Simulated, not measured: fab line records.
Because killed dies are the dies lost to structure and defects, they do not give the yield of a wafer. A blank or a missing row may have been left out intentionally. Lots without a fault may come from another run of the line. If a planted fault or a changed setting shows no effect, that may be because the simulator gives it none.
Which tool is to blame? | flow nandHarc | 14 lots, 40 wafers sampled, at 5 steps of a route of 1302

WHAT EACH GAUGE READ, for each wafer
NHARC_END_SORT_01. Usual: killedAtArray 58, standard deviation 20; killedAtOther 0.8, standard deviation 1; killedAtPeriphery 4.6, standard deviation 2.8; killedDies 63, standard deviation 19; killedOpen 3.4, standard deviation 2; killedShort 2.4, standard deviation 1.8.
lot  | measured     | on        | killedAtArray | killedAtOther | killedAtPeriphery | killedDies | killedOpen | killedShort | flag
L722 | day 31 07:22 | prober-01 | 121 40        | 0 1           | 3 1               | 124 42     | 4 0        | 0 0         | 
L724 | day 33 02:03 | prober-01 | 106 80        | 0 1           | 3 4               | 109 85     | 4 0        | 4 1         | 

EACH LOT AND THE TOOL THAT RAN IT (in order: tool; ch and the chambers of the sampled wafers; start)
lot  | NHARC_A_CONTACT_ETCH_31           | NHARC_A_CONTACT_ETCH_134           | NHARC_A_CONTACT_ETCH_136           | NHARC_A_CONTACT_ETCH_139
L707 | rieDiel-06 ch 2,3, day 23 02:47   | harCapEtch-02 ch 0,1, day 23 03:28 | harCapEtch-02 ch 0,1, day 23 03:57 | harCapEtch-02 ch 0,1, day 23 04:47
L706 | rieDiel-11 ch 0,1, day 23 06:08   | harCapEtch-01 ch 0,1, day 23 06:43 | harCapEtch-01 ch 0,1, day 23 07:13 | harCapEtch-01 ch 0,1, day 23 08:02
L708 | rieDiel-11 ch 0,1, day 23 07:58   | harCapEtch-02 ch 0,1, day 23 08:32 | harCapEtch-02 ch 0,1, day 23 09:02 | harCapEtch-02 ch 0,1, day 23 09:51
L711 | rieDiel-11 ch 2,3, day 23 19:13   | harCapEtch-02 ch 0,1, day 23 19:45 | harCapEtch-02 ch 0,1, day 23 20:13 | harCapEtch-02 ch 0,1, day 23 21:02
L710 | rieDiel-11 ch 0,2,3, day 23 20:28 | harCapEtch-01 ch 0, day 23 20:53   | harCapEtch-01 ch 0, day 23 21:22   | harCapEtch-01 ch 0, day 23 22:11
L712 | rieDiel-04 ch 0,2,3, day 24 20:11 | harCapEtch-03 ch 0,1, day 24 20:42 | harCapEtch-03 ch 0,1, day 24 21:13 | harCapEtch-03 ch 0,1, day 24 22:02
L713 | rieDiel-11 ch 1,2, day 25 18:11   | harCapEtch-03 ch 0,1, day 25 18:46 | harCapEtch-03 ch 0,1, day 25 19:16 | harCapEtch-03 ch 0,1, day 25 20:05
L714 | rieDiel-04 ch 1,2,3, day 25 23:44 | harCapEtch-03 ch 1, day 26 00:10   | harCapEtch-03 ch 1, day 26 00:38   | harCapEtch-03 ch 1, day 26 01:27
L715 | rieDiel-06 ch 1,2, day 26 06:14   | harCapEtch-02 ch 0,1, day 26 06:45 | harCapEtch-02 ch 0,1, day 26 07:14 | harCapEtch-02 ch 0,1, day 26 08:03
L717 | rieDiel-11 ch 0,2,3, day 27 08:49 | harCapEtch-02 ch 0,1, day 27 09:17 | harCapEtch-02 ch 0,1, day 27 09:47 | harCapEtch-02 ch 0,1, day 27 10:37
L722 | rieDiel-11 ch 0,2, day 29 06:10   | harCapEtch-03 ch 1, day 29 06:41   | harCapEtch-03 ch 1, day 29 07:10   | harCapEtch-03 ch 1, day 29 07:59
L726 | rieDiel-06 ch 0,1,2, day 30 03:07 | harCapEtch-02 ch 0,1, day 30 03:39 | harCapEtch-02 ch 0,1, day 30 04:09 | harCapEtch-02 ch 0,1, day 30 04:58
L724 | rieDiel-11 ch 0,3, day 30 06:47   | harCapEtch-03 ch 0, day 30 07:13   | harCapEtch-03 ch 0, day 30 07:41   | harCapEtch-03 ch 0, day 30 08:31
L729 | rieDiel-04 ch 1,2,3, day 32 03:42 | harCapEtch-02 ch 0,1, day 32 04:10 | harCapEtch-02 ch 0,1, day 32 04:39 | harCapEtch-02 ch 0,1, day 32 05:28
- NHARC_A_CONTACT_ETCH_31: etches the open film in O2/COS, target depth 2800 nm, time 728 s.
- NHARC_A_CONTACT_ETCH_134: etches the open film in C4F8/O2/Ar, time 140 s, target depth 700 nm.
- NHARC_A_CONTACT_ETCH_136: etches the open film in C4F8/O2/Ar, time 311 s, target depth 1912 nm.
- NHARC_A_CONTACT_ETCH_139: etches the open film in C4F8/O2/Ar, time 195 s, target depth 840 nm.

WHAT THE TOOLS THEMSELVES READ (means of the sampled wafers that have a number; where no wafer has one, the mark that the record gives instead)
NHARC_A_CONTACT_ETCH_31. Usual: drypumpMotorCurrentA 5.9 A, standard deviation 0.45; oesProductAu 0.998 a.u., standard deviation 0.011; rfVppV 314.2 V, standard deviation 2.1; showerheadPlenumPTorr 3.13 Torr, standard deviation 0.14; throttleValvePct 28.331 %, standard deviation 0.009.
lot  | tool       | drypumpMotorCurrentA (A) | oesProductAu (a.u.) | rfVppV (V) | showerheadPlenumPTorr (Torr) | throttleValvePct (%) | flag
L707 | rieDiel-06 | 6.1                      | 0.995               | 313.8      | 3.11                         | 28.334               | 
L706 | rieDiel-11 | 5.8                      | 0.987               | 315.6      | 3.16                         | 28.321               | 
L708 | rieDiel-11 | 5.8                      | 0.986               | 315.0      | 3.16                         | 28.331               | 
L711 | rieDiel-11 | 6.4                      | 1.001               | 315.0      | 3.18                         | 28.327               | 
L710 | rieDiel-11 | 5.9                      | 1.001               | 314.6      | 3.14                         | 28.328               | 
L712 | rieDiel-04 | 6.0                      | 1.008               | 312.3      | 3.08                         | 28.328               | 
L713 | rieDiel-11 | 6.0                      | 0.994               | 312.1      | 3.02                         | 28.331               | 
L714 | rieDiel-04 | 6.1                      | 1.008               | 314.1      | 3.09                         | 28.335               | 
L715 | rieDiel-06 | 6.1                      | 1.003               | 313.2      | 3.05                         | 28.332               | 
L717 | rieDiel-11 | 5.9                      | 0.998               | 314.8      | 3.13                         | 28.318               | 
L722 | rieDiel-11 | 5.6                      | 0.934               | 313.1      | 3.05                         | 28.328               | OFF
L726 | rieDiel-06 | 5.8                      | 1.005               | 314.2      | 3.08                         | 28.337               | 
L724 | rieDiel-11 | 5.8                      | 0.930               | 316.6      | 3.21                         | 28.335               | OFF
L729 | rieDiel-04 | 6.1                      | 1.001               | 313.2      | 3.07                         | 28.332               | 

THE ANSWER, worked out from the rows above alone
Rule: a lot counts as off when the mean over its wafers that have a number is more than 3 standard deviations away from the usual mean. Also off: a lot with no number at a reading for which 4 or more lots have one. The other lots that the step has rows for count as sound. After the gauges, taken in route order, come the tools' own readings; for these a lot's mean is taken, as printed above. The first step at which some lot is off is used, and at that step the reading that is off furthest; a lot without a number counts as furthest.
Off, at NHARC_A_CONTACT_ETCH_31 on oesProductAu: L722, L724.
If a tool, at that step or one of the process steps before it, ran each lot that is off and ran no sound lot following the first of them, it fits. One fits: NHARC_A_CONTACT_ETCH_31 on rieDiel-11. A fault onset in the window from L717 (day 27 08:49, its last sound lot) to L722 (day 29 06:10, its first lot off) fits.
On the lots that are off, the tool's own readings at NHARC_A_CONTACT_ETCH_31 differ by more than 5 times the standard deviation of the sound lots' means, which bears it out; oesProductAu reads 0.932 a.u. there versus 0.999 a.u. on the sound lots.

WHAT THE SIMULATOR PUT IN
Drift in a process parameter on rieDiel-11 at NHARC_A_CONTACT_ETCH_31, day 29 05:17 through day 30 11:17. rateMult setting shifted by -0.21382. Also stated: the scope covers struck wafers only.
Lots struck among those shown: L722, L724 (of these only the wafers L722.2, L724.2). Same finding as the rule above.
